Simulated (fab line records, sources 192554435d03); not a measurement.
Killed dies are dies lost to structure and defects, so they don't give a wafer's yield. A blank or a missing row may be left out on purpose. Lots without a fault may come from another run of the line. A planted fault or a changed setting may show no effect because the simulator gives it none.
fab line records | flow n5_finfet
record lots=7 wafers=21
route steps=1938 shown FIN_CUT@169 DUMMY_GATE@220 SD_EPI_N@278 SD_EPI_P@321 SD_ACTIVATION@330 SDB@348 HKMG_FIN@438
start_h: hours from the record's first day to the start of the lot's first wafer shown | wait_h: hours since the lot's step before | " the same as in the row above | L1.1+2: a row that stands for several wafers | - no value, or no start given | * or withheld: withheld | < > ~ a bound
route shown NAME@n: a module of which the file shows steps, and the number in the route of the first | usual: mean/standard deviation of fault-free wafers | same: alike in all rows | chamber/n: place in a boat | sites: the reading at each site | _std_site: their standard deviation | _edge_site: outer sites' mean less inner sites' | radius_mm: how far each site lies from the wafer's centre | mask NAME#n: copy n | behind: the tool/chamber that last shaped the wafer | hold: why the lot was held/for how many hours/how that ended | device: the transistor (n, p or np) that didn't switch | end of line: the same wafers' tests at the end of the route | a step without rows: its recipe alone | killed: dies lost to structure and defects at the first sort, not the wafer's yield | map: a wafer's dies, x killed, . not, _ none there
set.NAME: the setting as run; set.NAME@STEP: as run at that earlier step | model.NAME: the simulator's own value behind a step, which no gauge read
lots whose settings were changed on purpose; a table a step, a row a wafer
## steps
# step N5_FIN_CUT_ETCH_21
# recipe chemistry=N2/H2 target=SOC target_depth_a=2190 overetch_a=438 mask_material=SiARC temp_c=40 ion_energy_ev=100 bias_w=61 time_s=523.5 pressure_mtorr=30 source_w=850 n2_flow_sccm=200 h2_flow_sccm=200
# columns lot.wafer tool chamber start_h wait_h set.time_s model.etch.depth_nm model.SiARC_of_FIN_CUT_COAT_19.thk_nm
L077.1 rie_diel-02 1 45.77 0.0 523.5 230.9 12
L077.2 " 3 " " 608.4 230.6 10.8
L077.5 " 2 " " 608.4 230.4 10.4
L078.1 rie_diel-03 1 54.20 0.0 523.5 230.6 11.6
L078.4 " 2 " " 523.5 230.4 11.6
L078.6 " 0 " " 523.5 229.7 11.8
L086.2 rie_diel-01 0 101.54 0.0 523.5 230 11.8
L086.4 " 2 " " 523.5 230.1 11.4
L086.5 " 2 " " 523.5 230.3 11.4
L087.2 rie_diel-03 3 105.87 0.0 523.5 229.7 11.6
L087.3 " 1 " " 523.5 230.7 11.8
L087.5 " 3 " " 523.5 229.8 11.8
L093.1 rie_diel-02 1 141.21 0.0 523.5 229.8 11.8
L093.2 " 3 " " 523.5 229.4 12.2
L093.6 " 0 " " 523.5 230 12.2
L094.3 rie_diel-03 3 148.64 0.0 523.5 229.2 11.8
L094.4 " 0 " " 523.5 229.4 11.8
L094.5 " 0 " " 417.8 210.7 13.4
L097.3 rie_diel-01 3 166.62 0.0 523.5 229.3 11.8
L097.4 " 0 " " 423.6 214.9 13.4
L097.6 " 0 " " 523.5 229.2 12
# step N5_DUMMY_GATE_HM_DEP_06
# recipe material=SiNx target_thk_a=800 precursor=DCS/NH3 temp_c=700 pressure_mtorr=300 time_s=5141
# columns lot.wafer tool chamber start_h wait_h set.time_s model.SiNx_of_DUMMY_GATE_HM_DEP_06.thk_nm
L077.1+5 - - - 0.0 5141 81
L077.2 " - " " 5141 81.4
L078.1+4 - - - 0.0 4677 71.6
L078.6 " - " " 4677 72.4
L086.2+5 lpcvd-02 0/20,0/34 115.49 0.0 5141 78.8
L086.4 " 0/29 " " 5141 78.6
L087.2 - - - 0.0 5810 90.8
L087.3 " - " " 5810 90.6
L087.5 " - " " 5810 91
L093.1 - - - 0.0 5842 89.8
L093.2+6 " - " " 5842 90.6
L094.3+5 - - - 0.0 5141 80
L094.4 " - " " 5141 79.4
L097.3 - - - 0.0 5577 86.4
L097.4+6 " - " " 5577 86
# step N5_SD_EPI_N_ETCH_45
# recipe chemistry=CH3F/O2 target=SiOCN target_depth_a=60 mask_material=SOC ion_energy_ev=60 bias_w=29 pressure_mtorr=15 source_w=410 Ar_flow_sccm=150 CH3F_flow_sccm=30 O2_flow_sccm=20
# columns lot.wafer tool chamber start_h wait_h set.target_depth_a model.etch.depth_nm
L077.1 rie_diel-06 2 67.48 0.1 60 6.011
L077.2 " 1 " " 65.47 6.778
L077.5 " 3 " " 60 6.267
L078.1 rie_diel-04 1 75.66 0.1 60 5.87
L078.4 " 0 " " 60 5.952
L078.6 " 2 " " 60 5.876
L086.2 rie_diel-04 0 122.65 0.1 60 5.946
L086.4 " 1 " " 60 5.842
L086.5 " 1 " " 60 5.857
L087.2 rie_diel-04 2 127.04 0.1 60 5.813
L087.3 " 1 " " 57.95 5.577
L087.5 " 1 " " 60 5.764
L093.1 rie_diel-04 3 166.38 0.1 60 6.157
L093.2 " 1 " " 60 5.831
L093.6 " 1 " " 60 5.824
L094.3 rie_diel-06 3 171.22 0.1 60 6.14
L094.4 " 0 " " 53.93 5.177
L094.5 " 3 " " 53.93 5.495
L097.3 rie_diel-05 0 189.30 0.1 53.91 5.359
L097.4 " 2 " " 60 5.857
L097.6 " 2 " " 60 5.855
# step N5_SD_EPI_N_EPI_21
# recipe material=Si:P dopant=P temp_c=680 pressure_torr=255 time_s=690
# columns lot.wafer tool chamber start_h wait_h set.epi_growth_time_s model.Si-P_of_SD_EPI_N_EPI_21.thk_nm
L077.1+5 epi_rpcvd-04 0 68.63 0.1 690 59
L077.2 " 0 " " 761.5 64
L078.1+4 epi_rpcvd-03 0 77.00 0.2 690 58.8
L078.6 " 0 79.49 2.5 690 58.2
L086.2 epi_rpcvd-04 0 124.09 0.4 690 58.8
L086.4 " 0 " " 690 58.2
L086.5 " 0 " " 690 59
L087.2 epi_rpcvd-03 0 128.48 0.4 670.6 57.4
L087.3 " 0 " " 670.6 58.4
L087.5 " 0 " " 690 59.2
L093.1 epi_rpcvd-03 0 167.77 0.1 716.8 60
L093.2 " 0 " " 690 58
L093.6 " 0 169.17 1.4 716.8 60.2
L094.3 epi_rpcvd-03 0 173.13 0.8 635.8 55.4
L094.4 " 0 " " 690 58.4
L094.5 " 0 " " 635.8 55.8
L097.3 epi_rpcvd-04 0 191.09 0.7 690 58.6
L097.4 " 0 " " 690 59.2
L097.6 " 0 " " 690 58.8
# step N5_SD_EPI_N_EPI_MEAS_23
# recipe mode=xrd
# usual thk_nm=58.9/1.2
# columns lot.wafer tool chamber start_h wait_h set.epi_growth_time_s@SD_EPI_N_EPI_21 thk_nm
L077.1 film_metro-01 - 70.35 1.4 690 60.0
L077.2 " - " " 761.5 64.4
L077.5 " - " " 690 57.9
L078.1 film_metro-01 - 80.02 2.5 690 57.9
L078.4 " - " " 690 58.5
L078.6 " - " " 690 59.1
L086.2 film_metro-02 - 125.52 1.2 690 58.1
L086.4 " - " " 690 58.9
L086.5 " - " " 690 57.8
L087.2 film_metro-02 - 129.92 1.2 670.6 58.9
L087.3 " - " " 670.6 59.0
L087.5 " - " " 690 60.2
L093.1 film_metro-02 - 169.48 1.4 716.8 61.2
L093.2 " - " " 690 58.8
L093.6 " - " " 716.8 61.4
L094.3 film_metro-02 - 174.66 1.2 635.8 54.5
L094.4 " - " " 690 57.9
L094.5 " - " " 635.8 55.9
L097.3 film_metro-02 - 192.27 0.9 690 57.4
L097.4 " - " " 690 59.0
L097.6 " - " " 690 59.8
# step N5_SD_EPI_N_PRECLEAN_24
# recipe chemistry=O3/DIW time_s=60 temp_c=22 o3_ppm=10
# step N5_SD_EPI_N_SRD_25
# recipe time_s=30 temp_c=23 rinse_liquid=diw dry=ipa_marangoni
# step N5_SD_EPI_P_EPI_21
# recipe material=SiGe:B dopant=B temp_c=550 pressure_torr=20 ambient=H2 time_s=355
# step N5_SD_EPI_P_HM_STRIP_48
# recipe chemistry=H3PO4 temp_c=160 material=SiNx target=SiNx target_depth_a=30 overetch_fraction=0.3
# columns lot.wafer tool chamber start_h wait_h set.epi_growth_time_s@SD_EPI_N_EPI_21 model.Si-P_of_SD_EPI_N_EPI_21.thk_nm
L077.1 wet_bench-03 3 75.38 0.0 690 58.4
L077.2 " 1 " " 761.5 63.2
L077.5 " 6 " " 690 58.2
L078.1+4 wet_bench-04 6,1 85.23 0.0 690 58.2
L078.6 " 0 " " 690 57.6
L086.2 wet_bench-03 3 130.02 0.0 690 58.2
L086.4 " 2 " " 690 57.4
L086.5 " 1 " " 690 58.4
L087.2 wet_bench-02 2 134.54 0.0 670.6 56.8
L087.3 " 3 " " 670.6 57.8
L087.5 " 0 " " 690 58.4
L093.1 wet_bench-04 7 174.31 0.0 716.8 59.2
L093.2 " 5 " " 690 57.4
L093.6 " 0 " " 716.8 59.6
L094.3 wet_bench-03 7 179.28 0.0 635.8 54.8
L094.4 " 3 " " 690 57.8
L094.5 " 2 " " 635.8 55.2
L097.3 wet_bench-03 6 197.84 0.0 690 57.8
L097.4 " 0 " " 690 58.4
L097.6 " 5 " " 690 58
# step N5_SD_EPI_P_SRD_49
# recipe dry=ipa_marangoni time_s=30 temp_c=23 rinse_liquid=diw
# step N5_SD_EPI_P_PRECLEAN_24
# recipe chemistry=O3/DIW time_s=45 temp_c=22 o3_ppm=10
# step N5_SD_ACTIVATION_RTA_00
# recipe temp_c=975 time_s=0 ambient=N2 idle_temp_c=600 ramp_up_c_per_s=150 ramp_down_c_per_s=60 cool_to_c=600
# step N5_SD_ACTIVATION_LSA_01
# recipe temp_c=1080 time_s=0.0008 ambient=N2
# step N5_SD_ACTIVATION_RS_MEAS_03
# recipe thk_meas_gauge=four-point-probe
# usual RS_SD_N=21.97/0.28 RS_SD_P=56.2/1.1
# columns lot.wafer tool chamber start_h wait_h set.epi_growth_time_s@SD_EPI_N_EPI_21 RS_SD_N[ohm/sq] RS_SD_P[ohm/sq]
L077.1 film_metro-02 - 75.95 0.2 690 21.77 54.8
L077.2 " - " " 761.5 20.24 55.2
L077.5 " - " " 690 21.99 55.3
L078.1 film_metro-01 - 85.81 0.2 690 22.07 54.1
L078.4 " - " " 690 21.77 54.8
L078.6 " - " " 690 22.20 54.3
L086.2 film_metro-01 - 131.01 0.2 690 22.22 56.8
L086.4 " - " " 690 22.64 55.9
L086.5 " - " " 690 21.88 56.4
L087.2 film_metro-02 - 135.14 0.2 670.6 22.42 58.1
L087.3 " - " " 670.6 22.30 57.0
L087.5 " - " " 690 22.06 58.7
L093.1 film_metro-02 - 174.97 0.2 716.8 21.39 57.8
L093.2 " - " " 690 22.35 58.4
L093.6 " - " " 716.8 21.28 57.8
L094.3 film_metro-01 - 179.92 0.2 635.8 23.61 55.9
L094.4 " - " " 690 22.21 55.7
L094.5 " - " " 635.8 23.27 55.8
L097.3 film_metro-02 - 198.44 0.2 690 22.22 54.7
L097.4 " - " " 690 21.77 53.9
L097.6 " - " " 690 22.11 54.7
# step N5_SDB_COAT_03
# recipe resist=SOC temp_c=250 time_s=60 spin_rpm=1500 resist_thk_nm=100
# columns lot.wafer tool chamber start_h wait_h set.spin_rpm model.SOC_of_SDB_COAT_03.thk_nm
L077.1 litho_track-01 0 82.86 0.1 1500 100.2
L077.2 " 0 " " 1500 100.6
L077.5 " 0 " " 1410 103.8
L078.1 litho_track-02 0 92.53 0.1 1500 100.6
L078.4 " 0 " " 1500 100.2
L078.6 " 0 " " 1428 102.8
L086.2 litho_track-01 0 137.71 0.1 1500 100.2
L086.4+5 " 0 " " 1500 100
L087.2 litho_track-01 0 142.72 0.1 1382 104.6
L087.3 " 0 " " 1500 100
L087.5 " 0 " " 1382 104
L093.1 litho_track-01 0 181.68 0.1 1446 101.6
L093.2 " 0 " " 1500 99.4
L093.6 " 0 " " 1500 99.2
L094.3 litho_track-05 0 188.79 0.1 1500 100.2
L094.4 " 0 " " 1627 96.2
L094.5 " 0 " " 1627 95.8
L097.3 litho_track-05 0 206.56 0.1 1660 95.4
L097.4 " 0 " " 1660 95.2
L097.6 " 0 " " 1500 100
# step N5_SDB_COAT_04
# recipe resist=SiARC temp_c=220 time_s=60 spin_rpm=1500 resist_thk_nm=18
# step N5_SDB_COAT_05
# recipe resist=CAR-ArF spin_rpm=1500 resist_thk_nm=90
# step N5_SDB_DESCUM_16
# recipe chemistry=O2 time_s=7.9 source_power_w=50 bias_power_w=20 pressure_mtorr=20 rf_frequency_hz=2.712e+07 temp_c=40 resist=CAR-ArF o2_flow_sccm=225
# step N5_SDB_ETCH_17
# recipe chemistry=CF4 target=SiARC target_depth_a=234 mask_material=CAR-ArF time_s=39 ion_energy_ev=80 pressure_mtorr=40 source_w=545 bias_w=36 Ar_flow_sccm=100 cf4_flow_sccm=100 ends=cleared
# step N5_SDB_ETCH_18
# recipe chemistry=N2/H2 target=SOC target_depth_a=1000 overetch_a=200 mask_material=SiARC temp_c=40 time_s=150 ion_energy_ev=200 pressure_mtorr=30 source_w=840 bias_w=150 n2_flow_sccm=200 h2_flow_sccm=200
# columns lot.wafer tool chamber start_h wait_h set.spin_rpm@SDB_COAT_03 model.etch.depth_nm
L077.1 rie_diel-05 2 83.67 0.0 1500 100.2
L077.2 " 0 " " 1500 100.6
L077.5 " 2 " " 1410 103.8
L078.1 rie_diel-05 3 93.06 0.0 1500 100.6
L078.4 " 1 " " 1500 100.2
L078.6 " 0 " " 1428 102.8
L086.2+4+5 rie_diel-06 3,2,2 138.24 0.0 1500 100.1
L087.2 rie_diel-06 1 143.17 0.0 1382 104.5
L087.3 " 3 " " 1500 100
L087.5 " 2 " " 1382 104
L093.1 rie_diel-04 0 182.69 0.0 1446 101.5
L093.2 " 1 " " 1500 99.43
L093.6 " 1 " " 1500 99.22
L094.3 rie_diel-06 3 189.53 0.0 1500 100.1
L094.4 " 1 " " 1627 96.21
L094.5 " 2 " " 1627 95.81
L097.3 rie_diel-06 2 207.14 0.0 1660 95.31
L097.4 " 1 " " 1660 95.13
L097.6 " 3 " " 1500 99.98
# step N5_SDB_STRIP_19
# recipe chemistry=N2/H2 temp_c=40 n2_flow_sccm=200 h2_flow_sccm=200 rf_frequency_hz=6e+07
# step N5_SDB_STRIP_21
# recipe chemistry=CF4 resist=SiARC power_w=300 bias_power_w=75 pressure_mtorr=50 cf4_flow_sccm=150 rf_frequency_hz=6e+07
# step N5_SDB_HM_OPEN_20
# recipe chemistry=CH3F/O2 target=SiNx mask_material=SOC target_depth_a=240 stop_on=poly-Si over_etch_frac=0.4 ion_energy_ev=120 pressure_mtorr=30 source_w=395 bias_w=73 Ar_flow_sccm=150 CH3F_flow_sccm=30 O2_flow_sccm=20
# columns lot.wafer tool chamber start_h wait_h set.spin_rpm@SDB_COAT_03 model.SOC_of_SDB_COAT_03.thk_nm
L077.1 rie_diel-05 2 83.83 0.0 1500 84.8
L077.2 " 0 " " 1500 84.4
L077.5 " 2 " " 1410 88.2
L078.1 rie_diel-05 3 93.22 0.0 1500 84.8
L078.4 " 1 " " 1500 83.6
L078.6 " 0 " " 1428 86.6
L086.2 rie_diel-06 3 138.39 0.0 1500 83.8
L086.4 " 2 " " 1500 84.6
L086.5 " 2 " " 1500 84.4
L087.2 rie_diel-06 1 143.32 0.0 1382 88.2
L087.3 " 3 " " 1500 83.2
L087.5 " 2 " " 1382 88
L093.1 rie_diel-04 0 182.85 0.0 1446 85.6
L093.2 " 1 " " 1500 83.8
L093.6 " 1 " " 1500 83.6
L094.3 rie_diel-06 3 189.69 0.0 1500 83.8
L094.4 " 1 " " 1627 80
L094.5 " 2 " " 1627 80.2
L097.3 rie_diel-06 2 207.30 0.0 1660 79.6
L097.4 " 1 " " 1660 78.8
L097.6 " 3 " " 1500 83.4
# step N5_SDB_STRIP_22
# recipe chemistry=N2/H2 power_w=1000 temp_c=250 h2_frac=0.65 overash_fraction=0.3 pressure_mtorr=withheld n2_flow_sccm=1750 h2_flow_sccm=3250
# usual strip_time_to_endpoint_s=96.3/0.45
# columns lot.wafer tool chamber start_h wait_h set.spin_rpm@SDB_COAT_03 strip_time_to_endpoint_s
L077.1 plasma_asher-02 0 84.00 0.1 1500 96.9
L077.2 " 1 " " 1500 96.5
L077.5 " 1 " " 1410 100.2
L078.1 plasma_asher-02 1 93.31 0.1 1500 96.9
L078.4 " 1 " " 1500 95.9
L078.6 " 0 " " 1428 98.7
L086.2 plasma_asher-01 1 138.47 0.1 1500 96.0
L086.4 " 1 " " 1500 96.8
L086.5 " 1 " " 1500 96.6
L087.2 plasma_asher-01 0 143.41 0.1 1382 100.1
L087.3 " 1 " " 1500 95.5
L087.5 " 0 " " 1382 100.0
L093.1 plasma_asher-02 0 182.93 0.1 1446 97.8
L093.2 " 1 " " 1500 96.1
L093.6 " 1 " " 1500 95.9
L094.3 plasma_asher-02 0 189.81 0.1 1500 96.0
L094.4 " 1 " " 1627 92.4
L094.5 " 0 " " 1627 92.6
L097.3 plasma_asher-01 0 207.42 0.1 1660 92.1
L097.4 " 1 " " 1660 91.4
L097.6 " 1 " " 1500 95.7
# step N5_HKMG_FIN_ETCH_35
# recipe chemistry=N2/H2 target=SOC target_depth_a=2158 ion_energy_ev=65 bias_w=5 source_w=3000 time_s=243.4 pressure_mtorr=30 n2_flow_sccm=200 h2_flow_sccm=200
# columns lot.wafer tool chamber start_h wait_h set.time_s model.SOC_of_HKMG_FIN_COAT_29.thk_nm model.HKMG_FIN.feature_depth_nm model.etch.depth_nm
L077.1 rie_diel-06 1 93.04 0.0 243.4 69 230.4 230.3
L077.2 " 3 " " 243.4 66.8 233.6 233.6
L077.5 " 2 " " 243.4 86.4 214.8 214.7
L078.1 rie_diel-06 0 102.94 0.0 297.6 41.4 258 258
L078.4 " 3 " " 243.4 68 231.2 231.3
L078.6 " 0 " " 297.6 40.2 258.2 258.2
L086.2 rie_diel-06 3 148.15 0.0 243.4 71 229.4 229.5
L086.4 " 1 " " 243.4 77.2 222.8 222.9
L086.5 " 1 " " 243.4 76.8 223.6 223.5
L087.2 rie_diel-05 1 152.70 0.0 243.4 81.8 218.2 218.2
L087.3 " 2 " " 243.4 92.8 207 207.1
L087.5 " 2 " " 243.4 94 206.8 206.8
L093.1 rie_diel-05 0 192.13 0.0 243.4 84.6 215.6 215.7
L093.2 " 2 " " 290.2 48.6 251.2 251.2
L093.6 " 2 " " 243.4 89.6 210.2 210.1
L094.3 rie_diel-06 1 198.71 0.0 243.4 78 221.6 221.6
L094.4 " 1 " " 243.4 76.8 222 221.9
L094.5 " 3 " " 243.4 73 226.8 226.9
L097.3 rie_diel-04 1 218.16 0.0 222.9 110.8 189.6 189.6
L097.4 " 3 " " 243.4 82.2 218 217.9
L097.6 " 2 " " 243.4 89.8 209.6 209.7
# step N5_HKMG_FIN_STRIP_92
# recipe chemistry=N2/H2 material=SOC time_s=20 power_w=500 temp_c=40 pressure_mtorr=50 rf_frequency_hz=6e+07 bias_power_w=8 h2_frac=0.5 n2_flow_sccm=300 h2_flow_sccm=300
# columns lot.wafer tool chamber start_h wait_h set.time_s@HKMG_FIN_ETCH_35 model.SOC_of_HKMG_FIN_COAT_29.thk_nm
L077.1 rie_diel-06 1 93.19 0.1 243.4 58.4
L077.2 " 3 " " 243.4 55.6
L077.5 " 2 " " 243.4 76.4
L078.1 rie_diel-06 0 103.09 0.1 297.6 31.2
L078.4 " 3 " " 243.4 56.6
L078.6 " 0 " " 297.6 30
L086.2 rie_diel-06 3 148.30 0.1 243.4 59.8
L086.4 " 1 " " 243.4 66.8
L086.5 " 1 " " 243.4 66.2
L087.2 rie_diel-05 1 152.85 0.1 243.4 71.2
L087.3 " 2 " " 243.4 82.8
L087.5 " 2 " " 243.4 84
L093.1 rie_diel-05 0 192.35 0.1 243.4 74.6
L093.2 " 2 " " 290.2 38.6
L093.6 " 2 " " 243.4 79.6
L094.3 rie_diel-06 1 198.86 0.1 243.4 67.6
L094.4 " 1 " " 243.4 66.4
L094.5 " 3 " " 243.4 62
L097.3 rie_diel-04 1 218.31 0.1 222.9 101
L097.4 " 3 " " 243.4 71.8
L097.6 " 2 " " 243.4 79.6
# step N5_HKMG_FIN_ETCH_86
# recipe chemistry=N2/H2 target=SOC target_depth_a=3932 stop_on=TiN ion_energy_ev=100 bias_w=61 pressure_mtorr=30 source_w=850 n2_flow_sccm=200 h2_flow_sccm=200
# columns lot.wafer tool chamber start_h wait_h set.target_depth_a model.SOC_of_HKMG_FIN_COAT_85.thk_nm
L077.1+5 rie_diel-05 1 94.06 - 3932 13.6
L077.2 " 0 " " 3932 19
L078.1 rie_diel-05 2 103.96 - 3932 20.6
L078.4+6 " 1 " " 3932 13.8
L086.2 rie_diel-06 0 149.17 - 3932 21.8
L086.4+5 " 2 " " 3932 18
L087.2 rie_diel-06 0 154.10 - 3932 22
L087.3+5 " 3 " " 3528 45.4
L093.1+6 rie_diel-06 3 193.25 - 3691 33.8
L093.2 " 2 " " 3932 18.6
L094.3 rie_diel-04 1 199.83 - 3932 21.2
L094.4 " 2 " " 3932 17.4
L094.5 " 3 " " 4205 8.6
L097.3 rie_diel-05 1 219.19 - 3932 15.2
L097.4 " 1 " " 3594 39.8
L097.6 " 0 " " 3932 15
## key
split step=N5_FIN_CUT_ETCH_21 setting=time_s stated=523.5 by=wafer
response step=N5_FIN_CUT_ETCH_21 reading=model.etch.depth_nm shape=bent at_lowest=210.7 at_stated=229.9 at_highest=230.5
response step=N5_FIN_CUT_ETCH_21 reading=model.SiARC_of_FIN_CUT_COAT_19.thk_nm change=-0.0808 per=1% r=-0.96
split step=N5_DUMMY_GATE_HM_DEP_06 setting=time_s stated=5141 by=lot
response step=N5_DUMMY_GATE_HM_DEP_06 reading=model.SiNx_of_DUMMY_GATE_HM_DEP_06.thk_nm change=+0.819 per=1% r=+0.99
split step=N5_SD_EPI_N_ETCH_45 setting=target_depth_a stated=60 by=wafer
response step=N5_SD_EPI_N_ETCH_45 reading=model.etch.depth_nm change=+0.0657 per=1% r=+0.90
split step=N5_SD_EPI_N_EPI_21 setting=epi_growth_time_s stated=690 by=wafer
response step=N5_SD_EPI_N_EPI_21 reading=model.Si-P_of_SD_EPI_N_EPI_21.thk_nm change=+0.446 per=1% r=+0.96
response step=N5_SD_EPI_N_EPI_MEAS_23 reading=thk_nm change=* per=1% r=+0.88
response step=N5_SD_EPI_P_HM_STRIP_48 reading=model.Si-P_of_SD_EPI_N_EPI_21.thk_nm change=+0.435 per=1% r=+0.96
response step=N5_SD_ACTIVATION_RS_MEAS_03 reading=RS_SD_N change=-0.164 per=1% r=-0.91
split step=N5_SDB_COAT_03 setting=spin_rpm stated=1500 by=wafer
response step=N5_SDB_COAT_03 reading=model.SOC_of_SDB_COAT_03.thk_nm change=-0.5 per=1% r=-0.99
response step=N5_SDB_ETCH_18 reading=model.etch.depth_nm change=-0.496 per=1% r=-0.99
response step=N5_SDB_HM_OPEN_20 reading=model.SOC_of_SDB_COAT_03.thk_nm change=-0.484 per=1% r=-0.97
response step=N5_SDB_STRIP_22 reading=strip_time_to_endpoint_s change=* per=1% r=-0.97
split step=N5_HKMG_FIN_ETCH_35 setting=time_s stated=243.4 by=wafer
response step=N5_HKMG_FIN_ETCH_35 reading=model.SOC_of_HKMG_FIN_COAT_29.thk_nm change=-1.66 per=1% r=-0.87
response step=N5_HKMG_FIN_ETCH_35 reading=model.HKMG_FIN.feature_depth_nm change=+1.64 per=1% r=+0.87
response step=N5_HKMG_FIN_ETCH_35 reading=model.etch.depth_nm change=+1.64 per=1% r=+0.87
response step=N5_HKMG_FIN_STRIP_92 reading=model.SOC_of_HKMG_FIN_COAT_29.thk_nm change=-1.64 per=1% r=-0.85
split step=N5_HKMG_FIN_ETCH_86 setting=target_depth_a stated=3932 by=wafer
response step=N5_HKMG_FIN_ETCH_86 reading=model.SOC_of_HKMG_FIN_COAT_85.thk_nm change=-2.34 per=1% r=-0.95
